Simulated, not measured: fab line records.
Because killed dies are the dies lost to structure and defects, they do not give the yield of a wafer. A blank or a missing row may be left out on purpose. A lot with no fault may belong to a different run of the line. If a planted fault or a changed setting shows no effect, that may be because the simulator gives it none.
fab line records ; flow n5-finfet
record: lots: 7; wafers: 39
route steps=1938 shown BEOL_M15@1773 PASSIVATION@1930
start-h: hours from the record's first day to the start of the lot's first wafer shown ; wait-h: hours elapsed since this lot's preceding step ; " repeats the value in the row above ; L1.1+2: one row covering several wafers at once ; - no value, or no start was given ; * or withheld: withheld ; < > ~ a bound
route shown NAME@n: NAME is a module with steps in the file, n the number in the route of the first one ; usual: mean and standard deviation over wafers with no fault ; same: alike in all rows ; chamber/n: place in a boat ; sites: per-site readings ; _std_site: the standard deviation of these ; _edge_site: outer sites' mean less inner sites' ; radius-mm: for every site, how far away it sits from the centre of the wafer ; mask NAME#n: copy n ; behind: the last tool/chamber to shape the wafer ; hold: cause of the lot's hold/its duration in hours/its outcome ; device: the n, p or np transistor that did not switch ; end of line: the tests these same wafers got at the end of their route ; for a step that has no rows: nothing shown but its recipe ; killed: count of dies lost to structure and defects at first sort (not the wafer's yield) ; map: per-die view of a wafer (x killed, . not killed, _ where there is no die)
set.NAME: setting as actually run; set.NAME@STEP: the setting as run at that earlier step ; model.NAME: the simulator's own value behind a step, which no gauge read
lots run with intentionally changed settings; tables by step, rows by wafer
== steps ==
step: N5_BEOL_M15_ILD_DEP_00
recipe: material: SiO2; target-thk-a: 16293; temp-c: 400; precursor: TEOS/O2; pressure-torr: 6.5; rf-w: 900; teos-flow-sccm: 161.4; gas: O2; flow-sccm: 2650; time-s: 346.1
lot.wafer;tool;chamber;start-h;wait-h;set.time-s;model.SiO2_of_BEOL_M15_ILD_DEP_00.thk-nm
L074.1;pecvd-03;1;247.76;0.0;515.4;2400
L074.2;pecvd-03;2;247.76;0.0;346.1;1620
L074.3;pecvd-03;0;247.76;0.0;346.1;1616
L074.4;pecvd-03;1;247.76;0.0;346.1;1641
L074.5;pecvd-03;2;247.76;0.0;515.4;2448
L074.6;pecvd-03;0;247.76;0.0;515.4;2453
L080.1;pecvd-03;2;283.94;0.0;346.1;1648
L080.2;pecvd-03;1;283.94;0.0;404;1897
L080.3;pecvd-03;2;283.94;0.0;346.1;1644
L080.4;pecvd-03;1;283.94;0.0;404;1914
L080.5;pecvd-03;2;283.94;0.0;404;1930
L080.6;pecvd-03;1;283.94;0.0;346.1;1649
L085.1;pecvd-04;2;306.46;0.0;346.1;1643
L085.2;pecvd-04;1;306.46;0.0;346.1;1631
L085.3;pecvd-04;0;306.46;0.0;249.2;1172
L085.4;pecvd-04;0;306.46;0.0;346.1;1647
L085.5;pecvd-04;2;306.46;0.0;249.2;1215
L085.6;pecvd-04;1;306.46;0.0;249.2;1193
L089.1;pecvd-01;0;335.08;0.0;409.6;1944
L089.2;pecvd-01;1;335.08;0.0;346.1;1636
L089.3;pecvd-01;2;335.08;0.0;409.6;1912
L089.4;pecvd-01;1;335.08;0.0;409.6;1969
L089.5;pecvd-01;2;335.08;0.0;346.1;1658
L089.6;pecvd-01;0;335.08;0.0;346.1;1662
L091.1;pecvd-03;0;353.96;0.0;346.1;1612
L091.2;pecvd-03;1;353.96;0.0;346.1;1613
L091.3;pecvd-03;2;353.96;0.0;210.6;993.2
L091.4;pecvd-03;2;353.96;0.0;210.6;1015
L091.5;pecvd-03;1;353.96;0.0;210.6;1001
L091.6;pecvd-03;0;353.96;0.0;346.1;1659
L093.1;pecvd-04;1;369.80;0.0;346.1;1633
L093.3;pecvd-04;0;369.80;0.0;346.1;1613
L093.4;pecvd-04;0;369.80;0.0;346.1;1628
L097.1;pecvd-03;2;399.85;0.0;253;1155
L097.2;pecvd-03;1;399.85;0.0;346.1;1610
L097.3;pecvd-03;0;399.85;0.0;253;1159
L097.4;pecvd-03;2;399.85;0.0;346.1;1640
L097.5;pecvd-03;1;399.85;0.0;253;1207
L097.6;pecvd-03;0;399.85;0.0;346.1;1639
step: N5_BEOL_M15_THK_MEAS_01
recipe: reads: SiO2_of_BEOL_M15_ILD_DEP_00
usual: M15_ILD_THK: 1634/22
lot.wafer;tool;chamber;start-h;wait-h;set.time-s@BEOL_M15_ILD_DEP_00;M15_ILD_THK[nm]
L074.1;film-metro-02;-;248.01;0.1;515.4;2401
L074.2;film-metro-02;-;248.01;0.1;346.1;1620
L074.3;film-metro-02;-;248.01;0.1;346.1;1616
L074.4;film-metro-02;-;248.01;0.1;346.1;1643
L074.5;film-metro-02;-;248.01;0.1;515.4;2447
L074.6;film-metro-02;-;248.01;0.1;515.4;2454
L080.1;film-metro-02;-;284.30;0.2;346.1;1648
L080.2;film-metro-02;-;284.30;0.2;404;1897
L080.3;film-metro-02;-;284.30;0.2;346.1;1644
L080.4;film-metro-02;-;284.30;0.2;404;1916
L080.5;film-metro-02;-;284.30;0.2;404;1928
L080.6;film-metro-02;-;284.30;0.2;346.1;1650
L085.1;film-metro-01;-;306.71;0.1;346.1;1643
L085.2;film-metro-01;-;306.71;0.1;346.1;1632
L085.3;film-metro-01;-;306.71;0.1;249.2;1172
L085.4;film-metro-01;-;306.71;0.1;346.1;1646
L085.5;film-metro-01;-;306.71;0.1;249.2;1215
L085.6;film-metro-01;-;306.71;0.1;249.2;1193
L089.1;film-metro-02;-;335.33;0.1;409.6;1942
L089.2;film-metro-02;-;335.33;0.1;346.1;1637
L089.3;film-metro-02;-;335.33;0.1;409.6;1911
L089.4;film-metro-02;-;335.33;0.1;409.6;1967
L089.5;film-metro-02;-;335.33;0.1;346.1;1659
L089.6;film-metro-02;-;335.33;0.1;346.1;1662
L091.1;film-metro-01;-;354.21;0.1;346.1;1612
L091.2;film-metro-01;-;354.21;0.1;346.1;1612
L091.3;film-metro-01;-;354.21;0.1;210.6;992
L091.4;film-metro-01;-;354.21;0.1;210.6;1015
L091.5;film-metro-01;-;354.21;0.1;210.6;1002
L091.6;film-metro-01;-;354.21;0.1;346.1;1659
L093.1;film-metro-02;-;370.05;0.1;346.1;1634
L093.3;film-metro-02;-;370.05;0.1;346.1;1613
L093.4;film-metro-02;-;370.05;0.1;346.1;1628
L097.1;film-metro-01;-;400.10;0.1;253;1154
L097.2;film-metro-01;-;400.10;0.1;346.1;1611
L097.3;film-metro-01;-;400.10;0.1;253;1158
L097.4;film-metro-01;-;400.10;0.1;346.1;1639
L097.5;film-metro-01;-;400.10;0.1;253;1207
L097.6;film-metro-01;-;400.10;0.1;346.1;1640
step: N5_BEOL_M15_COAT_58
recipe: resist: BARC; temp-c: 205; time-s: 60; spin-rpm: 1500; resist-thk-nm: 89
step: N5_BEOL_M15_COAT_04
recipe: spin-rpm: 1704; resist-thk-nm: 800
step: N5_BEOL_M15_DESCUM_15
recipe: chemistry: O2; time-s: 7.9; source-power-w: 50; bias-power-w: 20; pressure-mtorr: 20; rf-frequency-hz: 2.712e+07; temp-c: 40; o2-flow-sccm: 225
step: N5_BEOL_M15_ETCH_59
recipe: chemistry: N2/H2; target: BARC; target-depth-a: 890; overetch-a: 267; time-s: 67.9; ion-energy-ev: 200; pressure-mtorr: 30; source-w: 840; bias-w: 150; n2-flow-sccm: 200; h2-flow-sccm: 200
step: N5_BEOL_M15_VIA_ETCH_16
recipe: chemistry: C4F8/O2/Ar; target: SiO2; he-inner-torr: 15; he-outer-torr: 30; target-depth-a: 17922; time-s: withheld; ion-energy-ev: 800; pressure-mtorr: 20; source-w: 1905; bias-w: 2040; Ar_flow_sccm: 400; C4F8_flow_sccm: 16; O2_flow_sccm: 12; ends: cleared
lot.wafer;tool;chamber;start-h;wait-h;set.time-s@BEOL_M15_ILD_DEP_00;model.etch.depth-nm;model.coat_of_BEOL_M15_COAT_04.thk-nm
L074.1;rie-diel-01;3;248.94;0.0;*;2400;160.6
L074.2;rie-diel-01;2;248.94;0.0;*;1620;326.8
L074.3;rie-diel-01;1;248.94;0.0;*;1616;336.2
L074.4;rie-diel-01;0;248.94;0.0;*;1641;337.4
L074.5;rie-diel-01;0;248.94;0.0;*;2448;149.8
L074.6;rie-diel-01;1;248.94;0.0;*;2453;137.8
L080.1;rie-diel-03;1;284.80;0.0;*;1648;328.8
L080.2;rie-diel-03;0;284.80;0.0;*;1897;265.4
L080.3;rie-diel-03;2;284.80;0.0;*;1644;337.2
L080.4;rie-diel-03;3;284.80;0.0;*;1914;265.2
L080.5;rie-diel-03;1;284.80;0.0;*;1930;262.4
L080.6;rie-diel-03;2;284.80;0.0;*;1649;335.6
L085.1;rie-diel-03;1;307.18;0.0;*;1643;333.4
L085.2;rie-diel-03;0;307.18;0.0;*;1631;332.6
L085.3;rie-diel-03;3;307.18;0.0;*;1172;443.6
L085.4;rie-diel-03;2;307.18;0.0;*;1647;337
L085.5;rie-diel-03;1;307.18;0.0;*;1215;436
L085.6;rie-diel-03;0;307.18;0.0;*;1193;438.6
L089.1;rie-diel-01;3;336.04;0.0;*;1944;265.6
L089.2;rie-diel-01;2;336.04;0.0;*;1636;319.2
L089.3;rie-diel-01;1;336.04;0.0;*;1912;262.2
L089.4;rie-diel-01;0;336.04;0.0;*;1969;257.8
L089.5;rie-diel-01;0;336.04;0.0;*;1658;331
L089.6;rie-diel-01;1;336.04;0.0;*;1662;320.2
L091.1;rie-diel-06;1;354.82;0.0;*;1612;344.4
L091.2;rie-diel-06;3;354.82;0.0;*;1613;335.2
L091.3;rie-diel-06;0;354.82;0.0;*;993.2;492.8
L091.4;rie-diel-06;2;354.82;0.0;*;1015;481.4
L091.5;rie-diel-06;1;354.82;0.0;*;1001;488.6
L091.6;rie-diel-06;2;354.82;0.0;*;1659;328.4
L093.1;rie-diel-06;0;370.53;0.0;*;1633;331.8
L093.3;rie-diel-06;2;370.53;0.0;*;1613;337.2
L093.4;rie-diel-06;3;370.53;0.0;*;1628;328.4
L097.1;rie-diel-01;1;400.71;0.0;*;1155;439
L097.2;rie-diel-01;3;400.71;0.0;*;1610;340.4
L097.3;rie-diel-01;2;400.71;0.0;*;1159;435.4
L097.4;rie-diel-01;3;400.71;0.0;*;1640;339.6
L097.5;rie-diel-01;1;400.71;0.0;*;1207;427.6
L097.6;rie-diel-01;2;400.71;0.0;*;1639;319.6
step: N5_PASSIVATION_ETCH_54
recipe: chemistry: CHF3/O2; target: SiO2; target-depth-a: 8800; CHF3_flow_sccm: 50; O2_flow_sccm: 5; Ar_flow_sccm: 200; time-s: 440; mask-material: PR; pressure-mtorr: 30; source-w: 650; bias-w: 170; ion-energy-ev: 200
lot.wafer;tool;chamber;start-h;wait-h;set.target-depth-a;model.PASSIVATION.feature-depth-nm;model.etch.depth-nm
L074.1;rie-diel-04;2;269.33;0.1;8800;881.4;881.4
L074.2;rie-diel-04;1;269.33;0.1;8800;869.8;869.8
L074.3;rie-diel-04;3;269.33;0.1;3919;383.2;383.2
L074.4;rie-diel-04;2;269.33;0.1;3919;390.8;390.9
L074.5;rie-diel-04;3;269.33;0.1;8800;860.6;860.6
L074.6;rie-diel-04;1;269.33;0.1;3919;386.6;386.6
L080.1;rie-diel-04;0;303.60;0.1;8800;858.2;858.2
L080.2;rie-diel-04;3;303.60;0.1;8800;860.6;860.6
L080.3;rie-diel-04;2;303.60;0.1;8800;868.8;868.9
L080.4;rie-diel-04;3;303.60;0.1;8800;866;866.1
L080.5;rie-diel-04;0;303.60;0.1;8800;863.6;863.6
L080.6;rie-diel-04;2;303.60;0.1;8800;868.4;868.4
L085.1;rie-diel-02;0;327.06;0.1;8800;874.4;874.5
L085.2;rie-diel-02;2;327.06;0.1;8800;876;876
L085.3;rie-diel-02;1;327.06;0.1;8800;883;883
L085.4;rie-diel-02;2;327.06;0.1;8800;879.2;879.3
L085.5;rie-diel-02;0;327.06;0.1;8800;871.4;871.3
L085.6;rie-diel-02;1;327.06;0.1;8800;883.8;883.8
L089.1;rie-diel-05;1;357.32;0.1;8800;853.2;853.2
L089.2;rie-diel-05;0;357.32;0.1;5268;518.6;518.6
L089.3;rie-diel-05;3;357.32;0.1;8800;850.8;850.9
L089.4;rie-diel-05;0;357.32;0.1;5268;515.6;515.6
L089.5;rie-diel-05;1;357.32;0.1;5268;511.2;511.2
L089.6;rie-diel-05;3;357.32;0.1;8800;846.2;846.2
L091.1;rie-diel-04;0;371.66;0.1;8800;887.6;887.6
L091.2;rie-diel-04;1;371.66;0.1;8800;893.8;893.7
L091.3;rie-diel-04;2;371.66;0.1;8800;880.6;880.5
L091.4;rie-diel-04;2;371.66;0.1;8800;877.2;877.1
L091.5;rie-diel-04;0;371.66;0.1;8800;879.2;879.2
L091.6;rie-diel-04;1;371.66;0.1;8800;896;896.1
L093.1;rie-diel-02;1;386.16;0.1;8800;878.6;878.6
L093.3;rie-diel-02;3;386.16;0.1;8800;874.6;874.5
L093.4;rie-diel-02;0;386.16;0.1;8800;894;894.1
L097.1;rie-diel-05;0;419.68;0.1;8800;861.8;861.9
L097.2;rie-diel-05;2;419.68;0.1;11260;1153;1153
L097.3;rie-diel-05;3;419.68;0.1;11260;1098;1098
L097.4;rie-diel-05;1;419.68;0.1;8800;887.8;887.8
L097.5;rie-diel-05;1;419.68;0.1;8800;889.4;889.4
L097.6;rie-diel-05;2;419.68;0.1;11260;1146;1146
== key ==
split: step: N5_BEOL_M15_ILD_DEP_00; setting: time-s; stated: 346.1; by: wafer
response: step: N5_BEOL_M15_ILD_DEP_00; reading: model.SiO2_of_BEOL_M15_ILD_DEP_00.thk-nm; change: +16.3; per: 1%; r: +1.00
response: step: N5_BEOL_M15_THK_MEAS_01; reading: M15_ILD_THK; change: +16.3; per: 1%; r: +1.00
response: step: N5_BEOL_M15_VIA_ETCH_16; reading: model.etch.depth-nm; change: +16.3; per: 1%; r: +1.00
response: step: N5_BEOL_M15_VIA_ETCH_16; reading: model.coat_of_BEOL_M15_COAT_04.thk-nm; change: -3.78; per: 1%; r: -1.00
split: step: N5_PASSIVATION_ETCH_54; setting: target-depth-a; stated: 8800; by: wafer
response: step: N5_PASSIVATION_ETCH_54; reading: model.PASSIVATION.feature-depth-nm; change: +8.66; per: 1%; r: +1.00
response: step: N5_PASSIVATION_ETCH_54; reading: model.etch.depth-nm; change: +8.66; per: 1%; r: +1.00
